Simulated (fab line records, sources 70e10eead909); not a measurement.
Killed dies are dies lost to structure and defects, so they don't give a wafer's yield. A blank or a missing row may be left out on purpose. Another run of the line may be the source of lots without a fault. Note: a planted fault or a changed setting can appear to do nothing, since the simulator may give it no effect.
A lot that was struck, set against a sound lot :: flow nand-harc :: 14 steps out of a route of 1159
Sound: wafers L633.1, L633.3, L633.6. Struck: wafer L642.4 (left out: L642.1, L642.3 of the same lot, which were not struck); the cause appears at the end.
For every step that has rows: the tool of each side, followed by ch and its chambers, followed by its first start. Under that, the readings that differ: sound wafers :: struck wafers :: difference of the means :: sigmas: that difference in standard deviations of wafers without a fault.
alike: words and numbers the same on both sides, and readings whose means are apart by under 2 such deviations; not compared: readings that were withheld, readings missing a value for some wafer, numbers with overlapping values and no deviation given by the record, and bounds like >300 which may hide the same value.
A row with sigmas, a row that says differs or no value, or rows on one side alone: a step with any of these is where the two part. Non-overlapping numbers with no deviation appear without sigmas and do not part them. A reading missing from all wafers of one side parts the sides only when that side holds two or more wafers.

first, 6 steps without rows for these wafers: NHARC_P_CONTACT_COAT_06 (resist thk 90 nm); NHARC_P_CONTACT_SOFTBAKE_07 (time 55 s); NHARC_P_CONTACT_EBR_08; NHARC_P_CONTACT_EXPOSE_09 (exposes mask P CA, target cd 90 nm); NHARC_P_CONTACT_PEB_10 (peb time 65 s); NHARC_P_CONTACT_DEVELOP_11 (develop time 35 s).
NHARC_P_CONTACT_CD_MEAS_12: the cd target is 90 nm.
  sound on cd-sem-03 ch 0, day 6 00:59; struck on cd-sem-01 ch 0, day 8 15:59
  alike: cd-nm
NHARC_P_CONTACT_OVL_MEAS_13:
  sound: overlay-02 at day 6 01:04; struck: overlay-01 at day 8 16:04
  alike: overlay-x-nm, overlay-y-nm
NHARC_P_CONTACT_INSPECT_14:
  sound: defect-inspect-01 at day 6 01:07; struck: defect-inspect-02 at day 8 16:06
  alike: raw-defect-count
NHARC_P_CONTACT_DESCUM_17: chemistry O2, time 3 s.
  sound on rie-diel-04 ch 0,1,3, day 6 01:11; struck on rie-diel-04 ch 1, day 8 16:10
  alike: drypump-motor-current-A, oes-product-au, rf-vpp-V, showerhead-plenum-p-Torr, throttle-valve-pct
  not compared: rf-hours-counter-h
NHARC_P_CONTACT_ETCH_35: etches the open film in CF4, target depth 39 nm, time 65 s.
  sound on rie-diel-04 ch 1,3, day 6 01:15; struck on rie-diel-04 ch 3, day 8 16:15
reading: throttle-valve-pct (%)
sound: 13.261 13.281 13.289
struck: 13.297
difference: +0.020
sigmas: +2
  alike: drypump-motor-current-A, oes-product-au, rf-vpp-V, run-length-s, showerhead-plenum-p-Torr
  not compared: rf-hours-counter-h
NHARC_P_CONTACT_ETCH_36: etches the open film in N2/H2, target depth 260 nm, time 406.25 s.
  sound on rie-diel-04 ch 0,1,2; struck on rie-diel-04 ch 2
  alike: drypump-motor-current-A, oes-product-au, rf-vpp-V, run-length-s, showerhead-plenum-p-Torr, throttle-valve-pct
  not compared: rf-hours-counter-h
NHARC_P_CONTACT_ETCH_18: etches the open film in C4F8/O2/Ar, target depth 481 nm, time 240.5 s.
  sound on rie-diel-04 ch 1,2, day 6 01:40; struck on rie-diel-04 ch 1, day 8 16:39
reading: run-length-s (s)
sound: 262.2 261.7 261.6
struck: 204.5
difference: -57.3
sigmas: -99 or more
  alike: oes-product-au, rf-vpp-V
  not compared: rf-hours-counter-h
then, 1 step without rows for these wafers: NHARC_P_CONTACT_STRIP_37 (strips in C4F8/O2/Ar).

## WHERE THEY PART
At NHARC_P_CONTACT_ETCH_35 first; at NHARC_P_CONTACT_ETCH_18 last (within this record only).

WHY: the cause the simulator had injected
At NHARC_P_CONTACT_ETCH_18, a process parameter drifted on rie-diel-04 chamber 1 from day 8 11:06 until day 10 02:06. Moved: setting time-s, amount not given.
